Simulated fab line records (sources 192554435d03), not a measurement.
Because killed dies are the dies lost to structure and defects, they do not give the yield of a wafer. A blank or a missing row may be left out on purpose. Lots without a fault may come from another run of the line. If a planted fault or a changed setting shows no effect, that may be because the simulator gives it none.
Split-lot trial	flow n5 finfet	7 lots, 21 wafers read, on a route of 1938 steps

## ABOUT THE SPLIT
At N5_BEOL_M6_ETCH_62 (etches SOC in N2/H2, target depth 110 nm, overetch 22 nm, time 165 s), the setting bias w was moved away from the recipe's 150 W on 6 of the 21 wafers read, by -11.9% to +12.5%. This setting was run at the recipe's value on the other wafers.

Reading taken at the split's own step.

## THE READING
rf vpp V, in V, at N5_BEOL_M6_ETCH_62 (etches SOC in N2/H2, target depth 110 nm, overetch 22 nm, time 165 s). Fault-free wafers of this fab line usually give 524.8 V, standard deviation 1.9 V.

wafer	tool, chamber at the split	bias w as run, W	against the recipe	rf vpp V, V	against lot-mates on the recipe
L078.1	rie diel-05, 1	132.1	-11.9%	482.3	-44.2
L078.2	rie diel-05, 2	150	recipe	525.6	-
L078.6	rie diel-05, 2	150	recipe	527.3	-
L080.1	rie diel-05, 1	167.3	+11.5%	561.5	+35.7
L080.2	rie diel-05, 2	150	recipe	525.8	-
L080.6	rie diel-05, 2	167.3	+11.5%	564.9	+39.1
L092.1	rie diel-06, 2	135.2	-9.9%	491.5	-32.7
L092.3	rie diel-06, 1	150	recipe	524.9	-
L092.4	rie diel-06, 2	150	recipe	523.5	-
L093.2	rie diel-02, 1	150	recipe	521.5	-
L093.5	rie diel-02, 3	150	recipe	523.5	-
L093.6	rie diel-02, 0	150	recipe	527.6	-
L094.3	rie diel-02, 2	168.8	+12.5%	563.8	+38.4
L094.4	rie diel-02, 3	150	recipe	523.8	-
L094.5	rie diel-02, 0	150	recipe	527.0	-
L096.1	rie diel-06, 2	150	recipe	523.4	-
L096.5	rie diel-06, 2	150	recipe	524.0	-
L096.6	rie diel-06, 0	150	recipe	523.9	-
L097.2	rie diel-02, 3	150	recipe	523.0	-
L097.4	rie diel-02, 3	162.4	+8.3%	550.0	+28.4
L097.5	rie diel-02, 1	150	recipe	520.3	-

THE FIT
A straight line over all 21 wafers: rf vpp V changes by +3.33 V for each +1% of bias w; r = +1.00; the points scatter about the line by 2 V.
The same after taking each lot's own level away (the mean of its wafers on the recipe; 21 wafers): +3.33 V for each +1%; r = +1.00; scatter 1.9 V.
The reading moves by 42 V for the largest change in bias w, on that fit.
Measured against the standard deviation above, the lots' own levels, which go from 521.65 to 526.45 V, span 2.5 times it.
Consequently the slope shifts little with the lot-to-lot level, the two slopes agreeing.
Check: with one of the wafers moved furthest among these (+12.5%) left out of the fit, the line predicts +42.3 V for it against its lot-mates. It came out at +38.4 V against them.
Tool readings at the split's step, against how far the setting was moved: rf vpp V r = +1.00.

## OTHER SPLITS ON THESE WAFERS
Other splits were also applied to these wafers ahead of the reading. Each is held against what the fit with the lots' levels taken away leaves over:
other split on the same wafers	wafers away from the commonest value	r with rf vpp V (lot level and that fit taken away)
N5_BEOL_M5_COAT_22 spin rpm	7	-0.03

## THE WHOLE CHAIN: every reading that the file lists as answering this split, in the file's order
step	what it does	reading	change (the file's fit)	r (the file's)
N5_BEOL_M6_ETCH_62	etches SOC in N2/H2, target depth 110 nm, overetch 22 nm, time 165 s	rf vpp V	+3.34 V for each +1% of the setting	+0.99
N5_BEOL_M6_ETCH_62	etches SOC in N2/H2, target depth 110 nm, overetch 22 nm, time 165 s	SiARC_of_BEOL_M6_COAT_60.thk nm (the simulator's own value, which no gauge read)	-0.069 nm for each +1% of the setting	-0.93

## THE FILE'S OWN FIT
rf vpp V changes by +3.34 V for each +1% of bias w, r = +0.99.
